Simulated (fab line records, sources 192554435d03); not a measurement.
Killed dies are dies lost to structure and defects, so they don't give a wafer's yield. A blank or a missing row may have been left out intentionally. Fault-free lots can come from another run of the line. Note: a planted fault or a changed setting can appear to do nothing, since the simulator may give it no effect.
Chamber matching | flow n5_finfet | 4 sister chambers for N5_GATE_CUT_CMP_43 on cmp-04
The step polishes SiO2. 8 wafers are shown with their chamber, then 12 later ones without.

## EACH WAFER AND ITS CHAMBER
wafer  | chamber | motor_current_A (A)
L085.3 | 0       | 12.2
L087.6 | 1       | 13.1
L088.1 | 3       | 12.3
L088.2 | 2       | 13.7
L088.4 | 0       | 12.7
L089.1 | 1       | 12.5
L089.4 | 3       | 12.7
L089.6 | 2       | 13.0

## WAFERS WHOSE CHAMBER IS MISSING
wafer  | motor_current_A (A)
L091.1 | 12.5
L091.2 | 13.5
L091.3 | 12.6
L094.2 | 12.7
L094.5 | 12.8
L094.6 | 13.1
L096.1 | 14.2
L096.2 | 12.4
L096.3 | 12.9
L097.1 | 13.0
L097.2 | 12.2
L097.5 | 12.9

## CHAMBER TAKEN BY EACH
wafer  | from the rows above               | in truth
L091.1 | can't be placed: 3 or 0 or 1      | 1
L091.2 | can't be placed: 2 or 1           | 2
L091.3 | can't be placed: 3 or 0 or 1 or 2 | 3
L094.2 | can't be placed: 1 or 3 or 0 or 2 | 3
L094.5 | can't be placed: 1 or 3 or 0 or 2 | 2
L094.6 | can't be placed: 2 or 1 or 3 or 0 | 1
L096.1 | can't be placed: 2 or 1           | 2
L096.2 | can't be placed: 0 or 3 or 1      | 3
L096.3 | can't be placed: 1 or 3 or 2 or 0 | 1
L097.1 | can't be placed: 1 or 2 or 3 or 0 | 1
L097.2 | can't be placed: 0 or 3 or 1      | 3
L097.5 | can't be placed: 1 or 3 or 2 or 0 | 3
Correct placement for 0 of the 12. Not placeable from these rows: 12 (in 12, the candidates include the true chamber). Placed wrongly: 0.
How it was worked out, from the rows above alone: a wafer's distance from a chamber is the root of the sum, over the readings, of the square of ((its reading less the chamber's mean) divided by the reading's scatter). The wafer belongs to the nearest chamber; if the next one is less than 2 further off, it can't be placed. Each chamber's mean is taken over the wafers shown for it. The scatter is the square root of a quotient: the sum, over the shown wafers, of each reading's squared deviation from its chamber's mean, divided by wafers minus chambers.
